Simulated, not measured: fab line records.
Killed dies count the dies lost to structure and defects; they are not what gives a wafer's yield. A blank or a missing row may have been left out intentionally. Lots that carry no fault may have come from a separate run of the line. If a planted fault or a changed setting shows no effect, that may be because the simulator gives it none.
fab line records	flow nandHarc
record lots=7	wafers=21	lastDay=23
route steps=1159 shown P_BONDPAD@356 END@1159
lots that met no fault: from a run of the same line without faults
startH: the number of hours between the record's first day and the start of the first shown wafer of the lot	waitH: how many hours have passed since the lot's step before this one	" repeats the value in the row above	L1.1+2: one row covering several wafers at once	- no value present, or no start provided	* or withheld: withheld	< > ~ a bound
route shown NAME@n: NAME is a module with steps in the file, n the number in the route of the first one	usual: mean and standard deviation over wafers with no fault	same: alike in all rows	chamber/n: place in a boat	sites: each site's reading	_std_site: standard deviation across them	_edge_site: mean of outer sites minus mean of inner sites	radiusMm: for every site, how far away it sits from the centre of the wafer	mask NAME#n: copy n	behind: the most recent tool/chamber to have shaped the wafer	hold: cause of the lot's hold/its duration in hours/its outcome	device: whichever transistor did not switch (one of n, p or np)	end of line: the route-end tests of the same wafers	for a step that has no rows: nothing shown but its recipe	killed: dies that structure and defects cost at the first sort, which is not the same as the wafer's yield	map: a wafer's dies, x killed, . not, _ none there
set.NAME: the setting that was run; set.NAME@STEP: the one run at that earlier step	model.NAME: the simulator's own value behind a step, which no gauge read
certain route steps with their lots: each step a table, each wafer a row
services: when a tool's chamber went out of use (startH, in hours from the record's first day, below 0 if earlier), for how many hours, and the reason
## steps
# step NHARC_P_BONDPAD_HMDS_02
# recipe timeS=30
# step NHARC_P_BONDPAD_COAT_36
# recipe tempC=200	timeS=65
# step NHARC_P_BONDPAD_COAT_03
# recipe spinRpm=2000	resistThkNm=600
# step NHARC_P_BONDPAD_SOFTBAKE_04
# recipe tempC=125	timeS=70
# step NHARC_P_BONDPAD_EBR_05
# step NHARC_P_BONDPAD_EXPOSE_06
# recipe na=0.55	doseMj=37.06	maskId=P_BPAD
# step NHARC_P_BONDPAD_PEB_07
# recipe pebTempC=128	pebTimeS=80
# step NHARC_P_BONDPAD_DEVELOP_08
# recipe timeS=50	devTempC=22
# step NHARC_P_BONDPAD_CD_MEAS_09
# recipe targetCdNm=500	landingEnergyEv=500
# usual cdNm=500.6/2.6
lot.wafer	tool	chamber	startH	waitH	cdNm
L108.1	cdSem-03	0	152.84	-	501.1
L108.3	"	0	"	"	504.2
L108.6	"	0	"	"	504.5
L111.3	cdSem-03	0	162.15	-	497.6
L111.5	"	0	"	"	499.4
L111.6	"	0	"	"	502.4
L115.1	cdSem-02	0	187.17	-	503.7
L115.4	"	0	"	"	503.6
L115.6	"	0	"	"	505.2
L118.2	cdSem-02	0	202.88	-	496.7
L118.3	"	0	"	"	495.9
L118.4	"	0	"	"	492.1
L117.3	cdSem-01	0	203.62	-	501.3
L117.4	"	0	"	"	500.2
L117.6	"	0	"	"	499.4
L120.1	cdSem-02	0	220.58	-	500.9
L120.3	"	0	"	"	502.4
L120.4	"	0	"	"	498.5
L126.2	cdSem-03	0	254.50	-	501.8
L126.4	"	0	"	"	504.3
L126.5	"	0	"	"	501.0
# step NHARC_P_BONDPAD_OVL_MEAS_38
# usual overlayXNm=2/5.3	overlayYNm=1/6.4
lot.wafer	tool	chamber	startH	waitH	overlayXNm	overlayYNm
L108.1	overlay-02	-	152.93	-	5	-3
L108.3	"	-	"	"	4	-2
L108.6	"	-	"	"	5	-2
L111.3	overlay-01	-	162.23	-	4	-10
L111.5	"	-	"	"	4	-10
L111.6	"	-	"	"	4	-10
L115.1	overlay-02	-	187.26	-	0	-2
L115.4	"	-	"	"	1	-3
L115.6	"	-	"	"	0	-3
L118.2	overlay-02	-	202.96	-	-6	5
L118.3	"	-	"	"	-6	5
L118.4	"	-	"	"	-6	5
L117.3	overlay-01	-	203.71	-	7	13
L117.4	"	-	"	"	7	14
L117.6	"	-	"	"	7	13
L120.1	overlay-02	-	220.67	-	1	0
L120.3	"	-	"	"	1	0
L120.4	"	-	"	"	0	-1
L126.2	overlay-02	-	254.58	-	5	10
L126.4	"	-	"	"	5	10
L126.5	"	-	"	"	5	10
# step NHARC_P_BONDPAD_HARDBAKE_10
# recipe tempC=118	timeS=65
# step NHARC_P_BONDPAD_DESCUM_11
# recipe timeS=3	o2FlowSccm=200	arFlowSccm=0	biasPowerW=0	chemistry=O2
# usual drypumpMotorCurrentA=5.4/0.42	oesProductAu=0.990/0.0091	rfVppV=57.9/0.92	showerheadPlenumPTorr=1.94/0.055	throttleValvePct=11.310/0.0086
lot.wafer	tool	chamber	startH	waitH	drypumpMotorCurrentA	oesProductAu	rfHoursCounterH	rfVppV	showerheadPlenumPTorr	throttleValvePct
L108.1	rieDiel-04	0	153.05	-	6.0	0.996	3	59.6	1.96	11.324
L108.3	"	2	"	"	4.9	0.986	2	59.1	1.97	11.315
L108.6	"	1	"	"	5.2	0.989	-	56.4	1.88	11.313
L111.3	rieDiel-06	2	162.35	-	5.5	0.989	32	58.0	2.03	11.310
L111.5	"	2	"	"	5.5	0.995	-	57.9	2.03	11.297
L111.6	"	3	"	"	4.8	0.979	-	57.2	2.02	11.311
L115.1	rieDiel-04	0	187.40	-	6.0	0.985	7	58.8	1.96	11.325
L115.4	"	2	"	"	4.9	1.000	6	58.2	1.97	11.324
L115.6	"	1	"	"	5.2	0.989	-	57.3	1.88	11.317
L118.2	rieDiel-04	1	203.09	-	5.2	0.978	7	57.5	1.88	11.307
L118.3	"	3	"	"	5.3	1.001	7	59.0	1.97	11.317
L118.4	"	0	"	"	6.0	0.984	8	60.3	1.96	11.321
L117.4	rieDiel-04	1	203.85	-	5.2	0.986	8	58.2	1.88	11.313
L117.3	"	2	"	"	4.9	1.002	7	59.3	1.97	11.308
L117.6	"	3	"	"	5.3	1.000	-	59.6	1.97	11.298
L120.4	rieDiel-04	3	220.81	-	5.3	0.988	9	58.1	1.97	11.304
L120.1	"	0	"	"	6.0	1.002	9	57.5	1.96	11.317
L120.3	"	1	"	"	5.2	0.978	9	58.9	1.88	11.305
L126.4	rieDiel-13	1	254.71	-	6.1	1.000	56	56.9	1.92	11.316
L126.2	"	2	"	"	5.3	0.998	56	56.7	1.89	11.302
L126.5	"	2	"	"	5.4	0.986	-	58.2	1.89	11.306
# step NHARC_P_BONDPAD_ETCH_37
# recipe targetDepthA=600	overetchA=180	timeS=65.91	ionEnergyEv=200	n2FlowSccm=150	h2FlowSccm=150	arFlowSccm=0	rfW=400	biasW=150	chemistry=N2/H2
# usual biasW=150.1/0.4	drypumpMotorCurrentA=5.4/0.41	oesProductAu=0.990/0.01	rfVppV=431.5/1.9	showerheadPlenumPTorr=2.07/0.06	throttleValvePct=14.169/0.0093
lot.wafer	tool	chamber	startH	waitH	biasW	drypumpMotorCurrentA	oesProductAu	rfHoursCounterH	rfVppV	showerheadPlenumPTorr	throttleValvePct
L108.1	rieDiel-04	1	153.14	0.1	149.8	5.3	0.985	2	430.4	2.00	14.179
L108.3	"	2	"	"	150.3	4.9	0.995	2	433.1	2.10	14.164
L108.6	"	0	"	"	150.0	6.0	0.992	-	431.9	2.09	14.160
L111.3	rieDiel-06	1	162.44	0.1	149.8	5.7	0.997	35	430.3	2.00	14.188
L111.6	"	1	"	"	150.4	5.6	0.979	-	429.2	2.00	14.168
L111.5	"	2	"	"	150.7	5.5	1.000	-	432.2	2.16	14.169
L115.4	rieDiel-04	1	187.49	0.1	149.2	5.3	0.985	6	429.9	2.00	14.167
L115.1	"	3	"	"	149.9	5.3	0.996	6	431.0	2.10	14.151
L115.6	"	1	"	"	149.9	5.3	0.983	-	429.3	2.00	14.173
L118.4	rieDiel-04	0	203.18	0.1	149.9	6.0	0.852	8	431.3	2.09	14.161
L118.2	"	1	"	"	149.6	5.3	0.969	7	428.8	2.00	14.181
L118.3	"	2	"	"	150.2	4.8	0.992	7	432.0	2.10	14.182
L117.4	rieDiel-04	0	203.91	0.1	150.5	6.0	0.843	8	431.7	2.09	14.169
L117.3	"	3	"	"	150.2	5.3	0.998	7	432.5	2.10	14.178
L117.6	"	1	"	"	150.2	5.3	0.975	-	428.2	2.00	14.176
L120.3	rieDiel-04	3	220.90	0.1	150.2	5.3	0.991	9	432.2	2.10	14.156
L120.4	"	0	"	"	150.1	6.0	0.853	9	432.2	2.09	14.177
L120.1	"	1	"	"	149.9	5.3	0.979	9	430.0	2.00	14.164
L126.2	rieDiel-13	1	254.87	0.1	150.3	6.1	1.005	56	432.9	2.04	14.172
L126.4	"	2	"	"	149.4	5.4	0.985	56	430.4	2.01	14.170
L126.5	"	1	"	"	149.9	6.2	0.997	-	430.8	2.04	14.193
# step NHARC_P_BONDPAD_ETCH_12
# recipe targetDepthA=2000	timeS=100	chf3FlowSccm=50	o2FlowSccm=10	arFlowSccm=200	rfW=500	biasW=200	chemistry=CHF3/O2
# usual biasW=200.0/0.55	drypumpMotorCurrentA=5.4/0.41	oesProductAu=0.927/0.02	rfVppV=371.4/1.7	showerheadPlenumPTorr=2.44/0.066	throttleValvePct=20.572/0.0091
lot.wafer	tool	chamber	startH	waitH	biasW	drypumpMotorCurrentA	oesProductAu	rfHoursCounterH	rfVppV	showerheadPlenumPTorr	throttleValvePct
L108.3	rieDiel-04	0	-	-	199.9	6.0	0.909	3	370.8	2.46	20.580
L108.1	"	1	"	"	200.4	5.2	0.917	2	369.9	2.36	20.567
L108.6	"	2	"	"	199.9	4.9	0.913	-	373.4	2.47	20.573
L111.3	rieDiel-06	1	-	-	200.4	5.6	0.915	35	368.7	2.36	20.580
L111.5	"	3	"	"	200.4	4.8	0.919	-	374.5	2.53	20.549
L111.6	"	0	"	"	199.3	5.7	0.917	-	371.7	2.47	20.574
L115.1	rieDiel-04	0	-	-	200.0	6.0	0.915	7	371.9	2.46	20.567
L115.4	"	1	"	"	200.1	5.2	0.904	6	370.4	2.36	20.563
L115.6	"	2	"	"	199.7	4.8	0.918	-	372.5	2.47	20.595
L118.3	rieDiel-04	0	-	-	200.8	6.0	0.958	8	371.3	2.46	20.558
L118.4	"	2	"	"	199.9	4.9	0.957	7	372.2	2.47	20.577
L118.2	"	3	"	"	199.6	5.3	0.969	7	370.8	2.47	20.570
L117.4	rieDiel-04	3	-	-	199.7	5.3	0.925	7	371.5	2.47	20.562
L117.3	"	1	"	"	199.6	5.3	0.904	8	369.7	2.36	20.560
L117.6	"	3	"	"	200.4	5.3	0.929	-	372.7	2.47	20.568
L120.4	rieDiel-04	0	-	-	201.1	6.0	0.925	9	372.1	2.46	20.567
L120.3	"	2	"	"	200.1	4.8	0.914	9	372.5	2.47	20.572
L120.1	"	3	"	"	199.2	5.3	0.923	9	372.2	2.47	20.587
L126.4	rieDiel-13	1	-	-	199.7	6.1	0.923	56	370.3	2.41	20.563
L126.2	"	0	"	"	199.9	5.9	0.914	56	368.9	2.23	20.577
L126.5	"	1	"	"	200.7	6.1	0.916	-	370.2	2.41	20.585
# step NHARC_END_SORT_01
# recipe tempC=25
# usual defectLimitedYield=95.7/1.2	killedAtArray=25/7.8	killedAtOther=0.6/0.81	killedAtPeriphery=3.3/2.2	killedDies=29/8.2	killedOpen=3.5/1.9	killedShort=1.8/1.3	sort_bin_2_pct=1.3/0.5	sort_bin_3_pct=0.23/0.21	sort_bin_4_pct=2.8/0.9	sortNPass=648/8.2	sortRimYieldPct=94.3/2.8	sortYieldPct=95.7/1.2
# same grossDies=677	sort_bin_5_pct[%]=0	sort_bin_6_pct[%]=0	sort_bin_7_pct[%]=0	sort_bin_8_pct[%]=0	sortRimNGross=106.00
lot.wafer	tool	chamber	startH	waitH	defectLimitedYield[%]	killedAtArray	killedAtOther	killedAtPeriphery	killedDies	killedOpen	killedShort	sort_bin_2_pct[%]	sort_bin_3_pct[%]	sort_bin_4_pct[%]	sortNPass	sortRimYieldPct[%]	sortYieldPct[%]
L108.1	prober-01	0	454.94	2.5	95.6	23	0	7	30	3	5	0.9	0.44	3.1	647	99.1	95.6
L108.3	prober-01	0	456.52	3.1	96.9	16	1	4	21	1	2	1.2	0.15	1.8	656	94.3	96.9
L108.6	prober-01	0	458.89	4.0	96.2	22	0	4	26	5	0	1.5	0	2.4	651	100.0	96.2
L115.1	prober-01	0	490.24	2.5	92.8	40	0	9	49	4	0	1.6	0.44	5.2	628	93.4	92.8
L115.4	prober-01	0	492.66	3.4	96.0	22	0	5	27	3	1	1.8	0.15	2.1	650	92.5	96.0
L115.6	prober-01	0	494.27	4.0	93.5	39	0	5	44	3	4	1.6	0	4.9	633	91.5	93.5
L118.2	prober-01	0	503.54	2.8	96.6	19	1	3	23	0	3	0.4	0.30	2.7	654	92.5	96.6
L118.3	prober-01	0	504.35	3.1	96.2	24	1	1	26	4	4	0.9	0.59	2.4	651	94.3	96.2
L118.4	prober-01	0	505.15	3.4	96.3	20	1	4	25	4	1	1.3	0	2.4	652	90.6	96.3
L120.1	prober-01	0	539.07	2.5	91.6	50	0	7	57	5	4	1.9	0.44	6.1	620	92.5	91.6
L120.3	prober-01	0	540.66	3.1	95.1	30	0	3	33	4	0	1.9	0.44	2.5	644	91.5	95.1
L120.4	prober-01	0	541.46	3.4	92.6	39	0	11	50	5	1	2.2	0.44	4.7	627	88.7	92.6
# killed by level:class
L108.1 A_SLIT:chamberFilmFlake=9 A_CONTACT:chamberFilmFlake=3 A_ONON_D1:geometricParticle:short=2 P_STI:chamberFilmFlake=2 P_CONTACT:chamberFilmFlake=2 A_CHANNEL_HOLE_D1:chamberFilmFlake=2 A_WL_FILL:chamberFilmFlake=2 P_CONTACT:geometricParticle:short=1
L108.3 A_SLIT:chamberFilmFlake=6 A_STAIRCASE:chamberFilmFlake=3 P_STI:chamberFilmFlake=2 A_WL_FILL:chamberFilmFlake=2 A_CONTACT:chamberFilmFlake=2 P_M1:geometricParticle:open=1 A_WL_FILL:geometricParticle:short=1 STARTING-WAFER:geometricParticle:short=1
L108.6 A_SLIT:chamberFilmFlake=10 A_CONTACT:chamberFilmFlake=4 P_STI:chamberFilmFlake=2 A_CHANNEL_HOLE_D1:chamberFilmFlake=2 A_WL_FILL:chamberFilmFlake=2 P_GATE:geometricParticle:open=1 A_ONON_D1:geometricParticle:open=1 A_CHANNEL_FILL_D1:geometricParticle:open=1
L115.1 A_SLIT:chamberFilmFlake=20 A_CHANNEL_HOLE_D1:chamberFilmFlake=15 P_STI:chamberFilmFlake=3 A_WL_FILL:chamberFilmFlake=2 A_CONTACT:chamberFilmFlake=2 P_CONTACT:geometricParticle:open=1 P_M0:geometricParticle:open=1 P_M1:geometricParticle:open=1
L115.4 A_CHANNEL_HOLE_D1:chamberFilmFlake=8 A_SLIT:chamberFilmFlake=7 A_CONTACT:chamberFilmFlake=3 P_M0:geometricParticle:open=2 P_CONTACT:chamberFilmFlake=2 A_WL_FILL:chamberFilmFlake=2 A_CHANNEL_HOLE_D1:geometricParticle:short=1 A_CHANNEL_FILL_D1:geometricParticle:open=1
L115.6 A_CHANNEL_HOLE_D1:chamberFilmFlake=17 A_SLIT:chamberFilmFlake=10 A_CONTACT:chamberFilmFlake=4 P_STI:chamberFilmFlake=2 A_WL_FILL:chamberFilmFlake=2 P_GATE:geometricParticle:short=1 A_ONON_D1:geometricParticle:open=1 A_CHANNEL_FILL_D1:geometricParticle:open=1
L118.2 A_CHANNEL_HOLE_D1:chamberFilmFlake=14 A_CHANNEL_FILL_D1:geometricParticle:short=1 A_M0:geometricParticle:short=1 P_ZERO_WELL:chamberFilmFlake=1 P_M1:chamberFilmFlake=1 P_BONDPAD:chamberFilmFlake=1 STARTING-WAFER:geometricParticle:short=1 A_STAIRCASE:chamberFilmFlake=1
L118.3 A_CHANNEL_HOLE_D1:chamberFilmFlake=16 A_WL_FILL:geometricParticle:short=2 A_CHANNEL_FILL_D1:geometricParticle:open=1 A_CHANNEL_FILL_D1:geometricParticle:short=1 A_CONTACT:geometricParticle:short=1 A_CONTACT:geometricParticle:open=1 A_BLC:geometricParticle:open=1 P_CONTACT:chamberFilmFlake=1
L118.4 A_CHANNEL_HOLE_D1:chamberFilmFlake=13 P_ZERO_WELL:chamberFilmFlake=3 P_M0:geometricParticle:open=1 A_CHANNEL_HOLE_D1:geometricParticle:open=1 A_CHANNEL_FILL_D1:geometricParticle:open=1 A_WL_FILL:geometricParticle:short=1 A_BLC:geometricParticle:open=1 A_STAIRCASE:chamberFilmFlake=1
L120.1 A_SLIT:chamberFilmFlake=17 A_CHANNEL_HOLE_D1:chamberFilmFlake=16 P_M1:chamberFilmFlake=6 A_CONTACT:geometricParticle:short=3 A_CONTACT:chamberFilmFlake=3 A_CONTACT:geometricParticle:open=2 A_STAIRCASE:chamberFilmFlake=2 A_CHANNEL_FILL_D1:geometricParticle:open=1
L120.3 A_SLIT:chamberFilmFlake=13 A_CHANNEL_HOLE_D1:chamberFilmFlake=7 A_ZERO_WELL:chamberFilmFlake=3 A_CONTACT:chamberFilmFlake=3 P_CONTACT:geometricParticle:open=1 P_M0:geometricParticle:open=1 A_ONON_D1:geometricParticle:open=1 A_CHANNEL_HOLE_D1:geometricParticle:open=1
L120.4 A_SLIT:chamberFilmFlake=16 A_CHANNEL_HOLE_D1:chamberFilmFlake=15 P_M1:chamberFilmFlake=8 A_CONTACT:geometricParticle:open=2 A_CONTACT:chamberFilmFlake=2 P_GATE:geometricParticle:open=1 P_CONTACT:geometricParticle:open=1 P_M0:geometricParticle:short=1
## services
tool	chamber	startH	hours	kind
rieDiel-06	0	134.51	4.2	repair
rieDiel-04	0	145.50	-	clean
rieDiel-04	1	145.50	-	clean
rieDiel-04	2	145.50	-	clean
rieDiel-04	3	145.50	-	clean
rieDiel-06	2	166.59	1.2	repair
rieDiel-13	1	168.66	1.4	repair
rieDiel-04	0	170.00	-	clean
rieDiel-04	1	170.00	-	clean
rieDiel-04	2	170.00	-	clean
rieDiel-04	3	170.00	-	clean
rieDiel-04	-	184.48	1.1	repair
rieDiel-04	0	194.50	-	clean
rieDiel-04	1	194.50	-	clean
rieDiel-04	2	194.50	-	clean
rieDiel-04	3	194.50	-	clean
rieDiel-13	3	218.18	5.8	repair
rieDiel-04	0	219.00	-	clean
rieDiel-04	1	219.00	-	clean
rieDiel-04	2	219.00	-	clean
rieDiel-04	3	219.00	-	clean
rieDiel-06	2	225.22	6.5	repair
rieDiel-06	2	239.20	17.2	repair
rieDiel-06	-	241.58	9.0	pm
## key
firstSign step=NHARC_P_BONDPAD_ETCH_37	reading=oesProductAu	direction=down	sigmas=14	usual=0.990	struck=0.849
effect none on later readings
metAt NHARC_P_BONDPAD_ETCH_37
struckWafers L117.4,L118.4,L120.4
onsetBetween 153.14 203.18
fault kind=processParameterDrift	tool=rieDiel-04	chamber=0	onsetH=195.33	steps=NHARC_P_BONDPAD_ETCH_37	channel=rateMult	offset=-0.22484	shape=step	endH=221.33
